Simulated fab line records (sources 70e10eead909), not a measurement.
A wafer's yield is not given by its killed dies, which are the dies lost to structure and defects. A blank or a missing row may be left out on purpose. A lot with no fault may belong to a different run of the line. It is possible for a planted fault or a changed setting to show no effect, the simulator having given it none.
fab line records ; flow nand_harc ; part 1 of 2: steps 1 to 23 of 29
record lots=5; wafers=15; last_day=31
route steps=1302 shown A_STAIRCASE@650
lots that met no fault: from a run of the same line without faults
start_h: hours from the record's first day to the start of the lot's first wafer shown ; wait_h: hours elapsed since this lot's preceding step ; " repeats the value in the row above ; L1.1+2: one row covering several wafers at once ; - no value present, or no start provided ; * or withheld: withheld ; < > ~ a bound
route shown NAME@n: NAME is a module with steps in the file, n the number in the route of the first one ; usual: mean/standard deviation of fault-free wafers ; same: alike in all rows ; chamber/n: place in a boat ; sites: per-site readings ; _std_site: standard deviation of those values ; _edge_site: inner sites' mean taken away from outer sites' mean ; radius_mm: how far each site lies from the wafer's centre ; mask NAME#n: copy n ; behind: the tool/chamber that last shaped the wafer ; hold: what put the lot on hold/how long, in hours/how the hold closed ; device: the transistor (n, p or np) that didn't switch ; end of line: the tests these same wafers got at the end of their route ; a step given without rows: its recipe and nothing more ; killed: at the first sort, the dies lost to defects and structure; wafer yield is something else ; map: dies across one wafer; x = killed, . = not, _ = none there
set.NAME: the setting as run; set.NAME@STEP: as run at that earlier step ; model.NAME: the simulator's own value behind a step, which no gauge read
lots at selected steps of the route; one table per step, one row per wafer
services: from which hour (start_h, from the record's first day; less than 0 if before it) a tool's chamber was out of use, for how many hours, and why
## steps
# step NHARC_A_STAIRCASE_DESCUM_168
# recipe time_s=3; o2_flow_sccm=200; ar_flow_sccm=0; bias_power_w=0; chemistry=O2
# usual drypump_motor_current_A=5.7/0.37; oes_product_au=0.999/0.0093; rf_vpp_V=57.8/0.98; showerhead_plenum_p_Torr=1.91/0.1; throttle_valve_pct=11.312/0.0086
lot.wafer;tool;chamber;start_h;wait_h;drypump_motor_current_A;oes_product_au;rf_hours_counter_h;rf_vpp_V;showerhead_plenum_p_Torr;throttle_valve_pct
L077.2;rie_diel-10;0;374.98;-;5.3;0.990;37;59.1;1.87;11.306
L077.4;rie_diel-10;2;374.98;-;5.1;0.985;41;56.9;1.92;11.314
L077.6;rie_diel-10;3;374.98;-;5.5;1.000;-;56.3;1.77;11.308
L080.2;rie_diel-03;3;407.96;-;5.6;0.983;40;55.7;1.91;11.282
L080.4;rie_diel-03;1;407.96;-;6.3;0.997;41;57.2;1.79;11.310
L080.6;rie_diel-03;2;407.96;-;5.7;1.003;-;57.7;1.76;11.317
L086.4;rie_diel-10;0;464.35;-;5.2;0.992;14;57.8;1.86;11.297
L086.3;rie_diel-10;1;464.35;-;6.0;0.995;10;56.9;1.79;11.315
L086.6;rie_diel-10;0;464.35;-;5.2;1.010;-;58.0;1.86;11.309
L089.1;rie_diel-08;0;515.49;-;5.9;1.001;45;57.3;1.99;11.308
L089.4;rie_diel-08;1;515.49;-;5.9;0.989;45;57.9;1.97;11.304
L089.6;rie_diel-08;2;515.49;-;5.7;1.031;-;58.6;1.98;11.313
L092.4;rie_diel-10;0;521.70;-;5.2;1.011;32;56.4;1.85;11.312
L092.3;rie_diel-10;1;521.70;-;6.0;0.997;29;56.3;1.78;11.312
L092.2;rie_diel-10;2;521.70;-;5.1;0.983;32;58.0;1.90;11.310
# step NHARC_A_STAIRCASE_ETCH_169
# recipe target_depth_a=500; time_s=107.1; ion_energy_ev=120; ch3f_flow_sccm=50; o2_flow_sccm=30; ar_flow_sccm=200; rf_w=500; bias_w=100; chemistry=CH3F/O2
# usual drypump_motor_current_A=5.7/0.37; oes_product_au=0.956/0.019; rf_vpp_V=244.3/2; showerhead_plenum_p_Torr=2.46/0.13; throttle_valve_pct=20.663/0.0092
lot.wafer;tool;chamber;start_h;wait_h;drypump_motor_current_A;oes_product_au;rf_hours_counter_h;rf_vpp_V;showerhead_plenum_p_Torr;throttle_valve_pct
L077.2;rie_diel-10;3;375.18;0.2;5.5;0.920;42;243.1;2.27;20.677
L077.4;rie_diel-10;0;375.18;0.2;5.2;0.925;37;242.7;2.41;20.667
L077.6;rie_diel-10;2;375.18;0.2;5.1;0.926;-;244.2;2.47;20.661
L080.4;rie_diel-03;3;408.05;0.1;5.6;0.928;40;242.6;2.46;20.660
L080.2;rie_diel-03;1;408.05;0.1;6.3;0.946;41;240.1;2.30;20.654
L080.6;rie_diel-03;2;408.05;0.1;5.7;0.938;-;240.8;2.27;20.651
L086.3;rie_diel-10;2;464.51;0.1;5.1;0.950;12;244.0;2.46;20.662
L086.4;rie_diel-10;0;464.51;0.1;5.2;0.946;14;242.8;2.39;20.647
L086.6;rie_diel-10;1;464.51;0.1;6.0;0.947;-;243.6;2.31;20.665
L089.1;rie_diel-08;0;515.58;0.1;5.9;0.987;45;246.8;2.55;20.657
L089.4;rie_diel-08;1;515.58;0.1;5.9;0.961;45;244.9;2.53;20.650
L089.6;rie_diel-08;2;515.58;0.1;5.8;0.982;-;245.9;2.54;20.663
L092.3;rie_diel-10;2;521.79;0.1;5.1;0.970;32;245.1;2.45;20.659
L092.4;rie_diel-10;0;521.79;0.1;5.2;0.963;32;244.5;2.39;20.667
L092.2;rie_diel-10;1;521.79;0.1;6.0;0.959;29;242.5;2.30;20.662
# step NHARC_A_STAIRCASE_ETCH_170
# recipe target_depth_a=2000; time_s=66.667; ion_energy_ev=250; c4f6_flow_sccm=25; o2_flow_sccm=20; ar_flow_sccm=500; rf_w=600; bias_w=500; chemistry=C4F6/O2
# usual drypump_motor_current_A=5.7/0.36; oes_product_au=0.973/0.012; rf_vpp_V=547/3.9; showerhead_plenum_p_Torr=3.91/0.19; throttle_valve_pct=26.903/0.0088
lot.wafer;tool;chamber;start_h;wait_h;drypump_motor_current_A;oes_product_au;rf_hours_counter_h;rf_vpp_V;showerhead_plenum_p_Torr;throttle_valve_pct
L077.4;rie_diel-10;1;-;-;6.0;0.966;37;542;3.71;26.899
L077.2;rie_diel-10;2;-;-;5.1;0.967;41;548;3.94;26.899
L077.6;rie_diel-10;1;-;-;6.0;0.975;-;542;3.71;26.915
L080.4;rie_diel-03;2;-;-;5.7;0.963;42;542;3.65;26.916
L080.2;rie_diel-03;3;-;-;5.6;0.960;40;546;3.92;26.905
L080.6;rie_diel-03;2;-;-;5.7;0.970;-;541;3.65;26.915
L086.4;rie_diel-10;0;-;-;5.2;0.953;14;545;3.82;26.906
L086.3;rie_diel-10;1;-;-;6.0;0.980;11;543;3.69;26.898
L086.6;rie_diel-10;1;-;-;6.0;0.978;-;543;3.69;26.887
L089.1;rie_diel-08;1;-;-;5.9;0.971;45;550;4.02;26.906
L089.4;rie_diel-08;2;-;-;5.8;0.990;42;549;4.04;26.898
L089.6;rie_diel-08;1;-;-;5.9;0.971;-;548;4.02;26.913
L092.4;rie_diel-10;3;-;-;5.5;0.981;35;553;4.20;26.919
L092.2;rie_diel-10;0;-;-;5.2;0.965;33;545;3.81;26.908
L092.3;rie_diel-10;1;-;-;6.0;0.956;30;543;3.68;26.894
# step NHARC_A_STAIRCASE_STRIP_171
# recipe power_w=1500; temp_c=250; chemistry=O2
# usual drypump_motor_current_A=5.9/0.37; heater_power_w=342/32; temp_c=249.98/0.16
lot.wafer;tool;chamber;start_h;wait_h;drypump_motor_current_A;heater_power_w;rf_hours_counter_h;temp_c
L077.2;plasma_asher-02;1;375.44;-;5.9;301;26;249.96
L077.4;plasma_asher-02;0;375.44;-;6.6;368;-;249.95
L077.6;plasma_asher-02;0;375.44;-;6.6;363;-;249.96
L080.2;plasma_asher-01;0;408.32;-;5.7;318;13;249.79
L080.4;plasma_asher-01;0;408.32;-;5.7;318;-;250.12
L080.6;plasma_asher-01;0;408.32;-;5.7;317;-;249.66
L086.4;plasma_asher-01;0;464.85;-;5.7;324;-;249.91
L086.3;plasma_asher-01;1;464.85;-;5.7;375;-;250.01
L086.6;plasma_asher-01;0;464.85;-;5.7;321;-;249.86
L089.1;plasma_asher-01;1;515.79;-;5.7;386;36;250.31
L089.4;plasma_asher-01;1;515.79;-;5.7;380;-;250.03
L089.6;plasma_asher-01;0;515.79;-;5.7;316;-;249.89
L092.2;plasma_asher-02;0;522.07;-;6.6;365;17;249.71
L092.4;plasma_asher-02;1;522.07;-;5.9;317;-;249.85
L092.3;plasma_asher-02;0;522.07;-;6.6;367;-;249.93
# step NHARC_A_STAIRCASE_STRIP_172
# recipe time_s=900; temp_c=130; chemistry=SPM
# usual temp_c=130.00/0.14
lot.wafer;tool;chamber;start_h;wait_h;temp_c
L077.2;wet_bench-05;3;375.76;0.3;130.05
L077.4;wet_bench-05;5;375.76;0.3;129.93
L077.6;wet_bench-05;6;375.76;0.3;130.18
L080.6;wet_bench-05;6;408.63;0.1;129.95
L080.4;wet_bench-05;0;408.63;0.1;129.92
L080.2;wet_bench-05;2;408.63;0.1;129.87
L086.6;wet_bench-02;3;465.11;0.1;130.10
L086.4;wet_bench-02;4;465.11;0.1;130.27
L086.3;wet_bench-02;6;465.11;0.1;130.13
L089.4;wet_bench-04;1;516.16;0.2;130.09
L089.6;wet_bench-04;3;516.16;0.2;129.99
L089.1;wet_bench-04;4;516.16;0.2;130.10
L092.3;wet_bench-05;3;522.37;0.2;130.12
L092.2;wet_bench-05;4;522.37;0.2;129.98
L092.4;wet_bench-05;0;522.37;0.2;129.88
# step NHARC_A_STAIRCASE_PRECLEAN_173
# recipe time_s=*; temp_c=50; bath_age_min=0; chemistry=SC1
# usual nh4oh_flow_mL_min=28.31/0.084; temp_c=49.99/0.11
lot.wafer;tool;chamber;start_h;wait_h;nh4oh_flow_mL_min;temp_c
L077.2;wet_bench-05;3;-;-;28.26;50.02
L077.4;wet_bench-05;5;-;-;28.41;50.01
L077.6;wet_bench-05;6;-;-;28.40;49.97
L080.6;wet_bench-05;6;-;-;28.45;49.86
L080.4;wet_bench-05;0;-;-;28.36;50.07
L080.2;wet_bench-05;2;-;-;28.44;49.93
L086.6;wet_bench-02;3;-;-;28.16;50.07
L086.4;wet_bench-02;4;-;-;28.25;50.08
L086.3;wet_bench-02;6;-;-;28.39;49.88
L089.4;wet_bench-04;1;-;-;28.30;50.07
L089.6;wet_bench-04;3;-;-;28.19;49.82
L089.1;wet_bench-04;4;-;-;28.29;49.86
L092.3;wet_bench-05;3;-;-;28.39;49.87
L092.2;wet_bench-05;4;-;-;28.22;50.08
L092.4;wet_bench-05;0;-;-;28.17;50.13
# step NHARC_A_STAIRCASE_SRD_174
lot.wafer;tool;chamber;start_h;wait_h
L077.2+4+6;wet_bench-05;3,5,6;-;-
L080.6+4+2;wet_bench-05;6,0,2;-;-
L086.6+4+3;wet_bench-02;3,4,6;-;-
L089.4+6+1;wet_bench-04;1,3,4;-;-
L092.3+2+4;wet_bench-05;3,4,0;-;-
# step NHARC_A_STAIRCASE_DEHYDRATE_01
# recipe temp_c=150; time_s=120
lot.wafer;tool;chamber;start_h;wait_h
L077.2+4+6;litho_track-03;0;376.20;-
L080.2+4+6;litho_track-05;0;409.08;-
L086.3+4+6;litho_track-03;0;465.57;-
L089.1+4+6;litho_track-05;0;516.59;-
L092.2+3+4;litho_track-03;0;522.83;-
# step NHARC_A_STAIRCASE_HMDS_02
# recipe time_s=30
lot.wafer;tool;chamber;start_h;wait_h
L077.2+4+6;litho_track-03;0;-;-
L080.2+4+6;litho_track-05;0;-;-
L086.3+4+6;litho_track-03;0;-;-
L089.1+4+6;litho_track-05;0;-;-
L092.2+3+4;litho_track-03;0;-;-
# step NHARC_A_STAIRCASE_COAT_03
# recipe spin_rpm=1200
lot.wafer;tool;chamber;start_h;wait_h
L077.2+4+6;litho_track-03;0;-;-
L080.2+4+6;litho_track-05;0;-;-
L086.3+4+6;litho_track-03;0;-;-
L089.1+4+6;litho_track-05;0;-;-
L092.2+3+4;litho_track-03;0;-;-
# step NHARC_A_STAIRCASE_SOFTBAKE_04
# recipe temp_c=135; time_s=170
lot.wafer;tool;chamber;start_h;wait_h
L077.2+4+6;litho_track-03;0;-;-
L080.2+4+6;litho_track-05;0;-;-
L086.3+4+6;litho_track-03;0;-;-
L089.1+4+6;litho_track-05;0;-;-
L092.2+3+4;litho_track-03;0;-;-
# step NHARC_A_STAIRCASE_EBR_05
lot.wafer;tool;chamber;start_h;wait_h
L077.2+4+6;litho_track-03;0;-;-
L080.2+4+6;litho_track-05;0;-;-
L086.3+4+6;litho_track-03;0;-;-
L089.1+4+6;litho_track-05;0;-;-
L092.2+3+4;litho_track-03;0;-;-
# step NHARC_A_STAIRCASE_EXPOSE_06
# recipe na=0.5; dose_mj=25.43; mask_id=STAIR
lot.wafer;tool;chamber;start_h;wait_h;mask
L077.2+4+6;krf_scanner-02;0;376.53;-;STAIR#0
L080.2+4+6;krf_scanner-03;0;409.41;-;STAIR#0
L086.3+4+6;krf_scanner-03;0;465.79;-;STAIR#0
L089.1+4+6;krf_scanner-01;0;516.93;-;STAIR#0
L092.2+3+4;krf_scanner-01;0;523.04;-;STAIR#0
# step NHARC_A_STAIRCASE_PEB_07
# recipe peb_temp_c=115; peb_time_s=130
lot.wafer;tool;chamber;start_h;wait_h
L077.2+4+6;litho_track-02;0;376.59;0.1
L080.2+4+6;litho_track-02;0;409.47;0.1
L086.3+4+6;litho_track-05;0;465.84;0.1
L089.1+4+6;litho_track-05;0;516.99;0.1
L092.2+3+4;litho_track-03;0;523.10;0.1
# step NHARC_A_STAIRCASE_DEVELOP_08
# recipe time_s=140
lot.wafer;tool;chamber;start_h;wait_h
L077.2+4+6;litho_track-02;0;-;-
L080.2+4+6;litho_track-02;0;-;-
L086.3+4+6;litho_track-05;0;-;-
L089.1+4+6;litho_track-05;0;-;-
L092.2+3+4;litho_track-03;0;-;-
# step NHARC_A_STAIRCASE_HARDBAKE_10
# recipe temp_c=120; time_s=140
lot.wafer;tool;chamber;start_h;wait_h
L077.2+4+6;litho_track-02;0;376.82;-
L080.2+4+6;litho_track-03;0;409.69;-
L086.3+4+6;litho_track-03;0;466.07;-
L089.1+4+6;litho_track-03;0;517.21;-
L092.2+3+4;litho_track-03;0;523.32;-
# step NHARC_A_STAIRCASE_DESCUM_11
# recipe time_s=3; o2_flow_sccm=200; ar_flow_sccm=0; bias_power_w=0; chemistry=O2
# usual drypump_motor_current_A=5.7/0.36; oes_product_au=1.000/0.01; rf_vpp_V=57.8/0.91; showerhead_plenum_p_Torr=1.90/0.099; throttle_valve_pct=11.311/0.0094
lot.wafer;tool;chamber;start_h;wait_h;drypump_motor_current_A;oes_product_au;rf_hours_counter_h;rf_vpp_V;showerhead_plenum_p_Torr;throttle_valve_pct
L077.4;rie_diel-03;1;376.90;-;6.3;0.984;34;55.8;1.79;11.318
L077.2;rie_diel-03;0;376.90;-;5.5;0.993;34;59.0;2.03;11.304
L077.6;rie_diel-03;2;376.90;-;5.7;1.005;-;58.4;1.77;11.329
L080.2;rie_diel-10;3;409.80;-;5.5;1.005;58;57.0;1.76;11.333
L080.4;rie_diel-10;0;409.80;-;5.2;0.998;53;58.0;1.87;11.313
L080.6;rie_diel-10;2;409.80;-;5.1;1.005;-;56.7;1.92;11.303
L086.4;rie_diel-10;1;466.16;-;6.0;0.998;11;57.0;1.79;11.319
L086.3;rie_diel-10;2;466.16;-;5.1;0.993;13;57.6;1.91;11.312
L086.6;rie_diel-10;0;466.16;-;5.3;1.005;-;59.6;1.86;11.320
L089.1;rie_diel-10;1;517.30;-;6.0;0.989;28;56.6;1.78;11.308
L089.4;rie_diel-10;0;517.30;-;5.2;1.011;32;57.8;1.85;11.308
L089.6;rie_diel-10;2;517.30;-;5.1;0.986;-;58.9;1.90;11.322
L092.3;rie_diel-08;3;523.41;-;6.2;1.004;45;56.5;1.77;11.312
L092.2;rie_diel-08;0;523.41;-;5.8;0.993;46;58.4;1.99;11.310
L092.4;rie_diel-08;1;523.41;-;5.9;0.980;46;57.7;1.97;11.330
# step NHARC_A_STAIRCASE_TRIM_12
# recipe time_s=211.2; o2_flow_sccm=500; ar_flow_sccm=0; bias_w=0; chemistry=O2
# usual drypump_motor_current_A=5.8/0.36; oes_product_au=1.000/0.01; rf_vpp_V=57.7/0.9; showerhead_plenum_p_Torr=3.51/0.17; throttle_valve_pct=17.036/0.0081
lot.wafer;tool;chamber;start_h;wait_h;drypump_motor_current_A;oes_product_au;rf_hours_counter_h;rf_vpp_V;showerhead_plenum_p_Torr;throttle_valve_pct
L077.2;rie_diel-03;0;376.99;0.1;5.5;0.994;34;56.9;3.72;17.025
L077.4;rie_diel-03;3;376.99;0.1;5.6;0.976;28;57.3;3.54;17.036
L077.6;rie_diel-03;1;376.99;0.1;6.3;1.001;-;57.4;3.32;17.036
L080.2;rie_diel-10;0;409.92;0.1;5.3;0.994;53;57.5;3.45;17.026
L080.4;rie_diel-10;1;409.92;0.1;6.0;0.982;51;55.5;3.32;17.036
L080.6;rie_diel-10;1;409.92;0.1;6.0;0.985;-;57.4;3.32;17.021
L086.4;rie_diel-10;3;466.25;0.1;5.5;0.994;16;59.5;3.80;17.040
L086.3;rie_diel-10;0;466.25;0.1;5.2;1.011;15;58.0;3.44;17.028
L086.6;rie_diel-10;3;466.25;0.1;5.5;1.001;-;57.1;3.80;17.026
L089.1;rie_diel-10;0;517.39;0.1;5.2;1.007;32;58.7;3.43;17.036
L089.4;rie_diel-10;1;517.39;0.1;6.1;0.999;28;57.9;3.31;17.034
L089.6;rie_diel-10;0;517.39;0.1;5.2;1.013;-;57.4;3.43;17.030
L092.4;rie_diel-08;0;523.50;0.1;5.9;0.991;47;57.8;3.65;17.034
L092.2;rie_diel-08;2;523.50;0.1;5.7;1.016;44;57.6;3.63;17.044
L092.3;rie_diel-08;3;523.50;0.1;6.3;0.996;45;57.4;3.29;17.027
# step NHARC_A_STAIRCASE_ETCH_13
# recipe target_depth_a=1000; time_s=40.5; ion_energy_ev=400; c4f8_flow_sccm=20; o2_flow_sccm=10; ar_flow_sccm=withheld; rf_w=600; bias_w=1000; chemistry=C4F8/O2
# usual oes_product_au=0.944/0.013; rf_vpp_V=896/6.1
lot.wafer;tool;chamber;start_h;wait_h;oes_product_au;rf_hours_counter_h;rf_vpp_V
L077.4;rie_diel-03;0;-;-;0.935;34;902
L077.2;rie_diel-03;1;-;-;0.933;34;889
L077.6;rie_diel-03;1;-;-;0.938;-;888
L080.4;rie_diel-10;2;-;-;0.922;56;897
L080.2;rie_diel-10;3;-;-;0.939;58;887
L080.6;rie_diel-10;0;-;-;0.941;-;894
L086.4;rie_diel-10;0;-;-;0.952;15;893
L086.3;rie_diel-10;3;-;-;0.950;16;907
L086.6;rie_diel-10;1;-;-;0.950;-;887
L089.4;rie_diel-10;1;-;-;0.953;29;887
L089.1;rie_diel-10;2;-;-;0.942;31;895
L089.6;rie_diel-10;0;-;-;0.959;-;892
L092.2;rie_diel-08;1;-;-;0.938;46;898
L092.3;rie_diel-08;3;-;-;0.951;45;888
L092.4;rie_diel-08;0;-;-;0.947;47;902
# step NHARC_A_STAIRCASE_TRIM_14
# recipe time_s=211.2; o2_flow_sccm=500; ar_flow_sccm=0; bias_w=0; chemistry=O2
# usual drypump_motor_current_A=5.7/0.36; oes_product_au=1.001/0.011; rf_vpp_V=57.8/0.85; showerhead_plenum_p_Torr=3.52/0.17; throttle_valve_pct=17.036/0.0094
lot.wafer;tool;chamber;start_h;wait_h;drypump_motor_current_A;oes_product_au;rf_hours_counter_h;rf_vpp_V;showerhead_plenum_p_Torr;throttle_valve_pct
L077.4;rie_diel-03;0;-;-;5.6;0.996;34;58.6;3.72;17.031
L077.2;rie_diel-03;1;-;-;6.3;0.987;34;57.5;3.32;17.023
L077.6;rie_diel-03;3;-;-;5.6;0.991;-;58.7;3.53;17.045
L080.2;rie_diel-10;0;-;-;5.2;1.000;53;57.2;3.45;17.031
L080.4;rie_diel-10;2;-;-;5.1;0.989;56;58.3;3.53;17.024
L080.6;rie_diel-10;0;-;-;5.3;1.002;-;58.2;3.45;17.039
L086.4;rie_diel-10;2;-;-;5.1;1.007;13;57.8;3.52;17.039
L086.3;rie_diel-10;0;-;-;5.2;1.000;15;58.5;3.44;17.038
L086.6;rie_diel-10;1;-;-;6.0;1.002;-;56.6;3.31;17.025
L089.4;rie_diel-10;3;-;-;5.5;1.011;35;58.7;3.79;17.034
L089.1;rie_diel-10;1;-;-;6.0;1.012;29;56.8;3.31;17.050
L089.6;rie_diel-10;3;-;-;5.5;1.005;-;58.8;3.79;17.038
L092.2;rie_diel-08;2;-;-;5.8;1.028;44;59.0;3.63;17.054
L092.3;rie_diel-08;0;-;-;5.9;1.006;47;58.3;3.65;17.022
L092.4;rie_diel-08;1;-;-;5.9;0.990;46;59.3;3.62;17.042
# step NHARC_A_STAIRCASE_ETCH_15
# recipe target_depth_a=1000; time_s=40.5; ion_energy_ev=400; c4f8_flow_sccm=20; o2_flow_sccm=10; ar_flow_sccm=withheld; rf_w=600; bias_w=1000; chemistry=C4F8/O2
# usual oes_product_au=0.943/0.013; rf_vpp_V=896/6.3
lot.wafer;tool;chamber;start_h;wait_h;oes_product_au;rf_hours_counter_h;rf_vpp_V
L077.2;rie_diel-03;3;-;-;0.925;28;897
L077.4;rie_diel-03;1;-;-;0.934;34;888
L077.6;rie_diel-03;3;-;-;0.931;-;897
L080.4;rie_diel-10;1;-;-;0.918;51;890
L080.2;rie_diel-10;3;-;-;0.927;58;886
L080.6;rie_diel-10;2;-;-;0.942;-;897
L086.4;rie_diel-10;3;-;-;0.942;16;907
L086.3;rie_diel-10;0;-;-;0.948;15;891
L086.6;rie_diel-10;0;-;-;0.962;-;893
L089.4;rie_diel-10;3;-;-;0.931;35;904
L089.1;rie_diel-10;0;-;-;0.963;32;893
L089.6;rie_diel-10;2;-;-;0.938;-;897
L092.4;rie_diel-08;0;-;-;0.944;47;901
L092.3;rie_diel-08;1;-;-;0.944;46;900
L092.2;rie_diel-08;2;-;-;0.980;44;899
# step NHARC_A_STAIRCASE_TRIM_16
# recipe time_s=211.2; o2_flow_sccm=500; ar_flow_sccm=0; bias_w=0; chemistry=O2
# usual drypump_motor_current_A=5.7/0.37; oes_product_au=1.000/0.01; rf_vpp_V=57.8/0.93; showerhead_plenum_p_Torr=3.51/0.17; throttle_valve_pct=17.037/0.0089
lot.wafer;tool;chamber;start_h;wait_h;drypump_motor_current_A;oes_product_au;rf_hours_counter_h;rf_vpp_V;showerhead_plenum_p_Torr;throttle_valve_pct
L077.2;rie_diel-03;2;-;-;5.7;0.997;30;56.9;3.28;17.028
L077.4;rie_diel-03;3;-;-;5.6;0.980;28;58.2;3.53;17.029
L077.6;rie_diel-03;1;-;-;6.3;0.988;-;57.6;3.32;17.035
L080.4;rie_diel-10;0;-;-;5.2;1.004;54;59.4;3.45;17.038
L080.2;rie_diel-10;1;-;-;6.0;0.993;51;57.9;3.32;17.043
L080.6;rie_diel-10;0;-;-;5.2;1.006;-;58.2;3.45;17.049
L086.4;rie_diel-10;0;-;-;5.3;1.003;15;58.1;3.44;17.041
L086.3;rie_diel-10;1;-;-;6.0;1.006;11;57.1;3.31;17.048
L086.6;rie_diel-10;3;-;-;5.5;0.996;-;57.2;3.80;17.022
L089.1;rie_diel-10;3;-;-;5.5;1.004;35;58.6;3.79;17.041
L089.4;rie_diel-10;0;-;-;5.3;1.007;32;58.4;3.43;17.043
L089.6;rie_diel-10;2;-;-;5.1;0.994;-;57.8;3.51;17.036
L092.2;rie_diel-08;3;-;-;6.3;1.009;45;57.0;3.29;17.037
L092.3;rie_diel-08;0;-;-;5.8;0.997;47;58.5;3.65;17.038
L092.4;rie_diel-08;1;-;-;5.9;0.984;46;57.7;3.62;17.030
# step NHARC_A_STAIRCASE_ETCH_17
# recipe target_depth_a=1000; time_s=40.5; ion_energy_ev=400; c4f8_flow_sccm=20; o2_flow_sccm=10; ar_flow_sccm=withheld; rf_w=600; bias_w=1000; chemistry=C4F8/O2
# usual oes_product_au=0.941/0.012; rf_vpp_V=895/6.3
lot.wafer;tool;chamber;start_h;wait_h;oes_product_au;rf_hours_counter_h;rf_vpp_V
L077.2;rie_diel-03;0;-;-;0.912;34;903
L077.4;rie_diel-03;2;-;-;0.938;30;887
L077.6;rie_diel-03;0;-;-;0.919;-;903
L080.2;rie_diel-10;3;-;-;0.948;59;886
L080.4;rie_diel-10;0;-;-;0.940;54;894
L080.6;rie_diel-10;2;-;-;0.950;-;897
L086.3;rie_diel-10;0;-;-;0.955;15;892
L086.4;rie_diel-10;2;-;-;0.930;13;896
L086.6;rie_diel-10;0;-;-;0.964;-;892
L089.1;rie_diel-10;2;-;-;0.932;32;896
L089.4;rie_diel-10;3;-;-;0.955;35;906
L089.6;rie_diel-10;0;-;-;0.960;-;892
L092.3;rie_diel-08;2;-;-;0.962;44;899
L092.2;rie_diel-08;3;-;-;0.942;45;888
L092.4;rie_diel-08;0;-;-;0.928;47;899
